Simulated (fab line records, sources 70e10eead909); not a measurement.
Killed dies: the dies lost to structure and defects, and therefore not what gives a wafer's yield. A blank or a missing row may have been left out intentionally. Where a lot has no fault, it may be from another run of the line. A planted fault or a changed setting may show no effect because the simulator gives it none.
Which tool did it?	flow nand-harc	Sampling: 24 lots, 72 wafers, 5 of 1302 route steps

WHAT THE GAUGES READ, wafer by wafer
NHARC_P_CONTACT_OVL_MEAS_13. Usual: overlay-x-nm 0.0 nm, standard deviation 0.77; overlay-y-nm 0.1 nm, standard deviation 0.97.
lot	measured	on	overlay-x-nm (nm)	overlay-y-nm (nm)	flag
L074	day 5 19:20	overlay-02	-0.4 -0.3 -0.2	-1.7 -1.4 -1.7	
L075	day 6 07:58	overlay-02	-0.1 0.0 0.2	-0.2 0.1 -0.1	
L076	day 6 15:01	overlay-01	-0.8 -1.1 -0.6	0.2 -0.1 -0.2	
L077	day 7 05:07	overlay-02	0.8 1.1 0.9	1.8 1.7 1.5	
L078	day 7 17:08	overlay-02	-1.1 -1.2 -1.8	-0.4 -1.3 -0.9	
L079	day 8 00:11	overlay-01	-0.1 0.2 0.1	-1.1 -0.9 -0.7	
L080	day 8 13:17	overlay-01	0.0 -0.1 0.5	1.1 0.8 0.6	
L081	day 9 02:14	overlay-02	-0.7 0.3 0.4	0.3 0.1 0.8	
L082	day 9 09:59	overlay-02	0.7 0.7 -0.2	-0.3 -0.4 -0.3	
L083	day 9 20:19	overlay-02	-1.2 -1.0 -0.7	-0.5 -0.6 -0.7	
L084	day 10 12:37	overlay-02	-0.7 -0.5 -0.4	1.0 1.9 1.8	
L085	day 10 14:03	overlay-01	0.6 1.0 0.6	0.7 0.8 0.9	
L086	day 11 03:23	overlay-01	1.0 0.7 1.2	0.4 0.5 0.6	
L087	day 11 22:53	overlay-02	-0.5 -0.4 0.1	0.7 0.8 0.8	
L088	day 11 21:56	overlay-02	1.1 0.4 0.6	-0.9 -0.1 -0.7	
L089	day 12 03:55	overlay-02	0.6 -0.5 0.5	-0.6 -0.2 -0.4	
L090	day 12 07:35	overlay-01	0.7 0.3 0.3	1.6 1.7 1.2	
L091	day 12 19:15	overlay-02	-0.7 -0.4 -0.8	-0.4 0.0 -0.2	
L092	day 13 08:34	overlay-02	0.7 0.9 1.1	0.7 0.3 0.6	
L093	day 14 02:04	overlay-01	0.6 -0.2 0.0	0.7 1.0 0.8	
L094	day 14 02:56	overlay-01	-1.5 -1.6 -1.1	0.3 0.7 0.5	
L095	day 14 16:56	overlay-01	0.5 0.1 0.8	0.8 0.7 0.9	
L096	day 15 11:02	overlay-02	-0.8 -0.4 -1.0	-1.6 -2.0 -1.1	
L097	day 15 10:10	overlay-02	0.5 0.7 0.4	-0.5 -0.8 -0.9	

EACH LOT AND THE TOOL THAT RAN IT (in order: tool; ch and the chambers of the sampled wafers; start)
lot	NHARC_P_ZERO_WELL_RTA_42	NHARC_P_GATE_HM_DEP_102	NHARC_P_GATE_STRIP_113	NHARC_P_GATE_STRIP_95
L074	rtp-anneal-02 ch 0, day 2 03:00	acl-dep-02 ch 0, day 4 21:25	plasma-asher-01 ch 0,1, day 5 15:05	plasma-asher-01 ch 0,1, day 5 15:48
L075	rtp-anneal-01 ch 0, day 2 13:22	acl-dep-01 ch 0, day 5 08:31	plasma-asher-02 ch 0,1, day 6 04:02	plasma-asher-02 ch 0,1, day 6 04:32
L076	rtp-anneal-01 ch 0, day 2 22:52	acl-dep-01 ch 0, day 5 17:41	plasma-asher-02 ch 0,1, day 6 11:01	plasma-asher-02 ch 0,1, day 6 11:38
L077	rtp-anneal-01 ch 0, day 3 09:37	acl-dep-01 ch 0, day 6 07:40	plasma-asher-02 ch 0,1, day 7 00:52	plasma-asher-02 ch 0,1, day 7 01:35
L078	rtp-anneal-02 ch 0, day 3 18:55	acl-dep-03 ch 0, day 6 19:17	plasma-asher-01 ch 0,1, day 7 12:56	plasma-asher-01 ch 0,1, day 7 13:40
L079	rtp-anneal-02 ch 0, day 4 04:58	acl-dep-02 ch 0, day 7 02:25	plasma-asher-01 ch 0,1, day 7 20:03	plasma-asher-01 ch 0,1, day 7 20:40
L080	rtp-anneal-02 ch 0, day 4 14:55	acl-dep-01 ch 0, day 7 13:04	plasma-asher-01 ch 0,1, day 8 09:02	plasma-asher-01 ch 0,1, day 8 09:44
L081	rtp-anneal-02 ch 0, day 5 01:10	acl-dep-01 ch 0, day 8 05:02	plasma-asher-01 ch 0,1, day 8 22:05	plasma-asher-01 ch 0,1, day 8 22:49
L082	rtp-anneal-02 ch 0, day 5 10:39	acl-dep-02 ch 0, day 8 12:28	plasma-asher-02 ch 0, day 9 05:52	plasma-asher-02 ch 0, day 9 06:28
L083	rtp-anneal-01 ch 0, day 5 20:52	acl-dep-02 ch 0, day 8 23:04	plasma-asher-01 ch 0,1, day 9 16:20	plasma-asher-01 ch 0,1, day 9 16:50
L084	rtp-anneal-02 ch 0, day 6 06:50	acl-dep-02 ch 0, day 9 15:00	plasma-asher-01 ch 0,1, day 10 08:22	plasma-asher-01 ch 0,1, day 10 09:05
L085	rtp-anneal-01 ch 0, day 6 18:22	acl-dep-03 ch 0, day 9 16:18	plasma-asher-02 ch 0,1, day 10 09:36	plasma-asher-02 ch 0,1, day 10 10:19
L086	rtp-anneal-01 ch 0, day 7 03:27	acl-dep-02 ch 0, day 10 06:13	plasma-asher-02 ch 0,1, day 10 23:31	plasma-asher-02 ch 0,1, day 11 00:00
L087	rtp-anneal-02 ch 0, day 7 12:37	acl-dep-02 ch 0, day 11 00:10	plasma-asher-01 ch 0,1, day 11 18:46	plasma-asher-01 ch 0,1, day 11 19:22
L088	rtp-anneal-02 ch 0, day 7 23:01	acl-dep-01 ch 0, day 11 00:16	plasma-asher-01 ch 0,1, day 11 17:42	plasma-asher-01 ch 0,1, day 11 18:19
L089	rtp-anneal-02 ch 0, day 8 09:25	acl-dep-03 ch 0, day 11 00:10	plasma-asher-01 ch 0,1, day 11 23:55	plasma-asher-01 ch 0,1, day 12 00:32
L090	rtp-anneal-01 ch 0, day 8 18:54	acl-dep-01 ch 0, day 11 10:03	plasma-asher-02 ch 0,1, day 12 03:20	plasma-asher-02 ch 0,1, day 12 04:04
L091	rtp-anneal-01 ch 0, day 9 04:59	acl-dep-02 ch 0, day 11 21:52	plasma-asher-01 ch 0,1, day 12 15:10	plasma-asher-01 ch 0,1, day 12 15:47
L092	rtp-anneal-02 ch 0, day 9 14:59	acl-dep-01 ch 0, day 12 08:51	plasma-asher-02 ch 0,1, day 13 04:26	plasma-asher-02 ch 0,1, day 13 05:03
L093	rtp-anneal-02 ch 0, day 10 01:02	acl-dep-01 ch 0, day 13 02:38	plasma-asher-01 ch 0,1, day 13 21:49	plasma-asher-01 ch 0,1, day 13 22:32
L094	rtp-anneal-01 ch 0, day 10 10:34	acl-dep-01 ch 0, day 13 05:28	plasma-asher-02 ch 0,1, day 13 22:49	plasma-asher-02 ch 0,1, day 13 23:32
L095	rtp-anneal-01 ch 0, day 10 21:17	acl-dep-01 ch 0, day 13 17:09	plasma-asher-01 ch 0,1, day 14 12:49	plasma-asher-01 ch 0,1, day 14 13:25
L096	rtp-anneal-02 ch 0, day 11 07:16	acl-dep-03 ch 0, day 14 13:17	plasma-asher-02 ch 1, day 15 06:52	plasma-asher-02 ch 1, day 15 07:29
L097	rtp-anneal-01 ch 0, day 11 17:11	acl-dep-03 ch 0, day 14 12:32	plasma-asher-01 ch 0,1, day 15 06:04	plasma-asher-01 ch 0,1, day 15 06:47
- NHARC_P_ZERO_WELL_RTA_42: time 300 s.
- NHARC_P_GATE_HM_DEP_102: deposits aC, target thk 120 nm.
- NHARC_P_GATE_STRIP_113: strips in N2/H2, time 740 s.
- NHARC_P_GATE_STRIP_95: strips in O2.

AS READ BY THE TOOLS THEMSELVES (means over the sampled wafers that have a number; for cases with no such wafer, the mark the record gives instead)
NHARC_P_ZERO_WELL_RTA_42. Usual: lamp-power-pct 32.7 %, standard deviation 2.9; wafer_temp_C_max 1104.1, standard deviation 1.2.
lot	tool	lamp-power-pct (%)	wafer_temp_C_max	flag
L074	rtp-anneal-02	30.0	1104.4	
L075	rtp-anneal-01	35.8	1103.4	
L076	rtp-anneal-01	35.9	1103.3	
L077	rtp-anneal-01	35.9	1103.0	
L078	rtp-anneal-02	30.0	1104.5	
L079	rtp-anneal-02	30.0	1105.1	
L080	rtp-anneal-02	30.0	1104.6	
L081	rtp-anneal-02	29.9	1104.9	
L082	rtp-anneal-02	29.9	1105.0	
L083	rtp-anneal-01	35.8	1103.0	
L084	rtp-anneal-02	30.0	1104.6	
L085	rtp-anneal-01	35.8	1103.8	
L086	rtp-anneal-01	35.8	1102.9	
L087	rtp-anneal-02	30.0	1105.4	
L088	rtp-anneal-02	30.0	1104.6	
L089	rtp-anneal-02	30.0	1105.4	
L090	rtp-anneal-01	35.8	1102.8	
L091	rtp-anneal-01	35.8	1103.4	
L092	rtp-anneal-02	30.0	1104.8	
L093	rtp-anneal-02	30.0	1105.1	
L094	rtp-anneal-01	35.9	1102.7	
L095	rtp-anneal-01	35.9	1103.0	
L096	rtp-anneal-02	30.0	1106.3	
L097	rtp-anneal-01	35.9	1103.7	

NHARC_P_GATE_HM_DEP_102. Usual: throttle-valve-pct at 35.001 %, with a standard deviation of 0.011.
lot	tool	throttle-valve-pct (%)	flag
L074	acl-dep-02	34.997	
L075	acl-dep-01	35.005	
L076	acl-dep-01	35.007	
L077	acl-dep-01	34.995	
L078	acl-dep-03	34.995	
L079	acl-dep-02	35.000	
L080	acl-dep-01	35.003	
L081	acl-dep-01	34.998	
L082	acl-dep-02	35.007	
L083	acl-dep-02	34.997	
L084	acl-dep-02	35.005	
L085	acl-dep-03	35.010	
L086	acl-dep-02	35.002	
L087	acl-dep-02	34.999	
L088	acl-dep-01	35.008	
L089	acl-dep-03	34.997	
L090	acl-dep-01	34.999	
L091	acl-dep-02	35.001	
L092	acl-dep-01	35.002	
L093	acl-dep-01	35.000	
L094	acl-dep-01	35.005	
L095	acl-dep-01	35.012	
L096	acl-dep-03	34.999	
L097	acl-dep-03	35.008	

NHARC_P_GATE_STRIP_113. Usual: drypump-motor-current-A 5.3 A, standard deviation 0.41; heater-power-w 87 W, standard deviation 5.9.
lot	tool	drypump-motor-current-A (A)	heater-power-w (W)	flag
L074	plasma-asher-01	5.0	85	
L075	plasma-asher-02	5.4	93	
L076	plasma-asher-02	5.4	93	
L077	plasma-asher-02	5.4	90	
L078	plasma-asher-01	5.0	85	
L079	plasma-asher-01	5.0	85	
L080	plasma-asher-01	5.3	84	
L081	plasma-asher-01	5.3	84	
L082	plasma-asher-02	5.4	85	
L083	plasma-asher-01	5.0	84	
L084	plasma-asher-01	5.3	83	
L085	plasma-asher-02	5.4	92	
L086	plasma-asher-02	5.4	94	
L087	plasma-asher-01	5.3	82	
L088	plasma-asher-01	5.3	83	
L089	plasma-asher-01	5.0	83	
L090	plasma-asher-02	5.4	95	
L091	plasma-asher-01	5.0	83	
L092	plasma-asher-02	5.4	94	
L093	plasma-asher-01	5.3	84	
L094	plasma-asher-02	5.4	96	
L095	plasma-asher-01	5.3	82	
L096	plasma-asher-02	5.4	98	
L097	plasma-asher-01	5.0	83	

NHARC_P_GATE_STRIP_95. Usual: drypump-motor-current-A 5.3 A, standard deviation 0.41; heater-power-w 327 W, standard deviation 23.
lot	tool	drypump-motor-current-A (A)	heater-power-w (W)	flag
L074	plasma-asher-01	5.0	321	
L075	plasma-asher-02	5.4	354	
L076	plasma-asher-02	5.4	348	
L077	plasma-asher-02	5.4	342	
L078	plasma-asher-01	5.0	317	
L079	plasma-asher-01	5.0	322	
L080	plasma-asher-01	5.4	312	
L081	plasma-asher-01	5.3	308	
L082	plasma-asher-02	5.4	315	
L083	plasma-asher-01	5.0	315	
L084	plasma-asher-01	5.3	310	
L085	plasma-asher-02	5.4	350	
L086	plasma-asher-02	5.4	354	
L087	plasma-asher-01	5.4	311	
L088	plasma-asher-01	5.3	312	
L089	plasma-asher-01	5.0	314	
L090	plasma-asher-02	5.4	359	
L091	plasma-asher-01	5.0	313	
L092	plasma-asher-02	5.4	356	
L093	plasma-asher-01	5.4	314	
L094	plasma-asher-02	5.4	358	
L095	plasma-asher-01	5.3	310	
L096	plasma-asher-02	5.4	368	
L097	plasma-asher-01	5.0	314	

THE ANSWER, worked out from the rows above alone
Rule: lot off if the mean of its wafers having a number is beyond 3 standard deviations from the usual mean. Also off: a lot with no number at a reading for which 4 or more lots have one. Where the step has rows for the other lots, those lots are counted as sound. First the gauges in route order, then the tools' own readings, where a lot's mean is used as printed above. The first step at which some lot is off is used, and at that step the reading that is off furthest; a lot without a number counts as furthest.
Nothing can be told from this: no lot is off at any reading shown.

WHAT THE SIMULATOR HAD PUT IN
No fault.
